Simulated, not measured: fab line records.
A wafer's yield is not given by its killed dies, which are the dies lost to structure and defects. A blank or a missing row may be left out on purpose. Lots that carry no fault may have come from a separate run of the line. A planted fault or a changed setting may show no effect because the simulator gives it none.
Tool commonality check    flow nand harc    Sample size 6 lots and 18 wafers

== WHAT PROMPTED THE OPENING ==
Flagged at NHARC_END_SORT_01: reading killed at periphery, on 1 of 6 lots. Wafers without a fault read 3.9, standard deviation 2.8.
Rule: a lot is flagged when every wafer of it that has a number lies more than 4 standard deviations from that mean, or none has a number. All remaining lots are regarded as sound.

lot   measured      on         killed at periphery, wafer by wafer  flag
L837  day 26 03:23  prober-01  1 3 2                                
L840  day 26 23:17  prober-02  6 10 12                              
L845  day 28 21:55  prober-01  2 1 1                                
L846  day 29 04:56  prober-01  661 662 653                          FLAGGED
L855  day 33 07:40  prober-02  1 1 5                                
L856  day 33 15:46  prober-01  10 10 8                              
On average the flagged lots read 658.7, which is +654.8 against the usual, or +99 or more standard deviations.

== WHICH TOOL RAN EACH LOT ==
3 process steps preceding the reading are held in the record, out of 1302 steps in the route. Every cell lists first the tool, next ch and the chambers used by the sampled wafers, and last the start.
lot   flag     NHARC_P_GATE_EXPOSE_56             NHARC_P_GATE_STRIP_112                NHARC_P_GATE_DEGAS_109
L837           krf scanner-04 ch 0, day 6 08:28   plasma asher-02 ch 0,1, day 6 09:09   pvd sputter-03, day 6 12:28
L840           krf scanner-04 ch 0, day 7 15:20   plasma asher-01 ch 0,1, day 7 16:01   pvd sputter-03, day 7 19:13
L845           krf scanner-04 ch 0, day 10 01:22  plasma asher-01 ch 0,1, day 10 02:04  pvd sputter-01, day 10 05:21
L846  FLAGGED  krf scanner-02 ch 0, day 10 07:02  plasma asher-02 ch 0,1, day 10 07:43  pvd sputter-03, day 10 11:01
L855           krf scanner-03 ch 0, day 13 18:23  plasma asher-02 ch 0,1, day 13 19:04  pvd sputter-03, day 13 22:25
L856           krf scanner-02 ch 0, day 14 06:39  plasma asher-01 ch 0,1, day 14 07:25  pvd sputter-02, day 14 10:41
These steps, and what they do:
- NHARC_P_GATE_EXPOSE_56: exposes mask P PSD, target cd 720 nm.
- NHARC_P_GATE_STRIP_112: strips in N2/H2, time 200 s.
- NHARC_P_GATE_DEGAS_109: time 60 s.
- NHARC_END_SORT_01

== FLAGGED OVER TOTAL, TOOL BY TOOL (the gauges that took the reading come last) ==
step                    tool             lots run  flagged  share of the flagged lots  sound lots run after its first flagged lot
NHARC_P_GATE_EXPOSE_56  krf scanner-02   2         1        all                        1 (L856)
NHARC_P_GATE_EXPOSE_56  krf scanner-03   1         0        none                       -
NHARC_P_GATE_EXPOSE_56  krf scanner-04   3         0        none                       -
NHARC_P_GATE_STRIP_112  plasma asher-01  3         0        none                       -
NHARC_P_GATE_STRIP_112  plasma asher-02  3         1        all                        1 (L855)
NHARC_P_GATE_DEGAS_109  pvd sputter-01   1         0        none                       -
NHARC_P_GATE_DEGAS_109  pvd sputter-02   1         0        none                       -
NHARC_P_GATE_DEGAS_109  pvd sputter-03   4         1        all                        1 (L855)
NHARC_END_SORT_01       prober-01        4         1        all                        1 (L856)
NHARC_END_SORT_01       prober-02        2         0        none                       -

== WHAT THE TABLE PERMITS ==
4 rows of the table ran every flagged lot: krf scanner-02 at NHARC_P_GATE_EXPOSE_56, plasma asher-02 at NHARC_P_GATE_STRIP_112, pvd sputter-03 at NHARC_P_GATE_DEGAS_109, prober-01 at NHARC_END_SORT_01.
- krf scanner-02 at NHARC_P_GATE_EXPOSE_56 ran 2 lots, 1 of them flagged. Lots that were sound ran on it after the first flagged one (L856); a persistent fault on the entire tool would not allow that.
- plasma asher-02 at NHARC_P_GATE_STRIP_112 ran 3 lots, 1 of them flagged. Lots that were sound ran on it after the first flagged one (L855); a persistent fault on the entire tool would not allow that.
- pvd sputter-03 at NHARC_P_GATE_DEGAS_109 ran 4 lots, 1 of them flagged. Lots that were sound ran on it after the first flagged one (L855); a persistent fault on the entire tool would not allow that.
- prober-01 at NHARC_END_SORT_01 ran 4 lots, 1 of them flagged. Lots that were sound ran on it after the first flagged one (L856); a persistent fault on the entire tool would not allow that.
Not one row of the table ran every flagged lot while running no sound lot after the first.

== WHAT THE SIMULATOR HAD PUT IN ==
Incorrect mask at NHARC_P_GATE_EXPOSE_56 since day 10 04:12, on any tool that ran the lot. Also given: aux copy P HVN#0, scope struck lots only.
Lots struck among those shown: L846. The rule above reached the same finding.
